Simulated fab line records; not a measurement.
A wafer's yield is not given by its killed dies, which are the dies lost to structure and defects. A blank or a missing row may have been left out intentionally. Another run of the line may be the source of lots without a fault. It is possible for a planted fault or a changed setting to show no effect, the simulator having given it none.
A lot that was struck, set against a sound lot + flow n5_finfet + 15 steps out of a route of 1938
Sound: these wafers, L362.1, L362.5, L362.6. Struck: wafers L375.1, L375.4, L375.5. The cause comes at the end.
Per side, at each step with rows, come the tool, then ch with its chambers, and then its first start. Under that, the readings that differ: sound wafers + struck wafers + difference of the means + sigmas: that difference in standard deviations of wafers without a fault.
alike: readings with means less than 2 such deviations apart, plus words and numbers identical on both sides. not compared: withheld readings, readings lacking a value on some wafer, bounds such as >300 that could conceal the same value, and numbers that have no deviation in the record and whose values overlap.
Wherever a step has rows on one side only, a row that says differs or no value, or a row with sigmas, the two part there. Numbers that don't overlap but have no deviation are shown without sigmas and don't part them. A reading missing from all wafers of one side parts the sides only when that side holds two or more wafers.

N5_DUMMY_GATE_ETCH_42: etches SiO2 in CHF3/O2, target depth 3.5 nm, time 31 s.
  sound on rie_diel-01 ch 0,1,3, day 3 17:49; struck on rie_diel-01 ch 1,2, day 6 23:18
  alike: CHF3_flow_sccm, drypump_motor_current_A, oes_product_au, rf_vpp_V, showerhead_plenum_p_Torr, throttle_valve_pct
  not compared: rf_hours_counter_h
N5_DUMMY_GATE_STRIP_48: strips in N2/H2, time 20 s.
  sound on rie_diel-01 ch 0,1,3, day 3 17:52; struck on rie_diel-01 ch 1,2, day 6 23:21
  alike: drypump_motor_current_A, oes_product_au, rf_vpp_V, showerhead_plenum_p_Torr, throttle_valve_pct
  not compared: rf_hours_counter_h
then, 5 steps without rows for these wafers: N5_DUMMY_GATE_PRECLEAN_33 (cleans in dHF, time 10 s); N5_DUMMY_GATE_PRECLEAN_25 (cleans in O3/DIW, time 45 s); N5_DUMMY_GATE_PRECLEAN_51 (cleans in SC2, time 45 s); N5_DUMMY_GATE_SRD_26 (time 30 s); N5_DUMMY_GATE_UV_OZONE_45 (time 120 s).
N5_DUMMY_GATE_INSPECT_27: inspects for defects (brightfield).
  sound: defect_inspect-01 at day 3 18:08; struck: defect_inspect-02 at day 6 23:32
  alike: raw_defect_count
N5_SPACER0_ALD_07: deposits SiNx, target thk 2 nm.
  sound on ald_sin-03 ch 0,2,3, day 3 18:10; struck on ald_sin-03 ch 1,3, day 7 00:00
  alike: heater_power_w
N5_SPACER0_ALD_00: deposits SiOCN, target thk 3.5 nm, pulse time 3 s, purge time 2 s.
  sound on ald_sin-03 ch 0,2,3, day 3 18:19; struck on ald_sin-03 ch 1,3, day 7 00:09
  alike: heater_power_w, precursor_pulse_height_rel
N5_SPACER0_ALD_08: deposits SiNx, target thk 2 nm.
  sound on ald_sin-03 ch 0,2,3, day 3 18:35; struck on ald_sin-03 ch 1,3, day 7 00:25
  alike: heater_power_w
N5_SPACER0_INSPECT_04: inspects for defects (darkfield).
  sound: defect_inspect-01 at day 3 18:44; struck: defect_inspect-01 at day 7 00:34
  alike: raw_defect_count
N5_SD_EPI_N_COAT_32: time 60 s, resist thk 350 nm.
  sound on litho_track-05 ch 0, day 3 18:46; struck on litho_track-02 ch 0, day 7 00:36
| reading                                   | sound                | struck               | difference | sigmas |
|-------------------------------------------|----------------------|----------------------|------------|--------|
| spin_speed_rpm (rpm)                      | 1500.1 1500.6 1500.5 | 1431.9 1429.1 1432.0 | -69.4      | -63    |
| model.SOC_of_SD_EPI_N_COAT_32.thk_nm (nm) | 349.6 349.8 350.2    | 358.4 359.8 358.4    | +9.0       |        |
then, 1 step without rows for these wafers: N5_SD_EPI_N_COAT_33 (time 60 s, resist thk 35 nm).
-- the record jumps here: 5 days lie between the struck wafers' starts before and after (it left off in module SD_EPI_N and takes up again in module BEOL_M4, whose first step shown is number 1111 of the route) --
N5_BEOL_M4_RC_MEAS_101:
  sound on prober-02 ch 0, day 8 15:33; struck on prober-01 ch 0, day 12 01:26
  alike: DIBL_N, DIBL_P, IOFF_N, IOFF_P, ION_N, ION_P, SS_N, SS_P, VT_N, VT_P

== WHERE THEY PART ==
Within this record, at N5_SD_EPI_N_COAT_32 only. Later steps at which nothing parts them and some readings are alike: N5_BEOL_M4_RC_MEAS_101.

WHY: whatever the simulator had introduced
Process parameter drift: litho_track-02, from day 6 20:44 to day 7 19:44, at N5_SD_EPI_N_COAT_32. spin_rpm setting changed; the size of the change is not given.
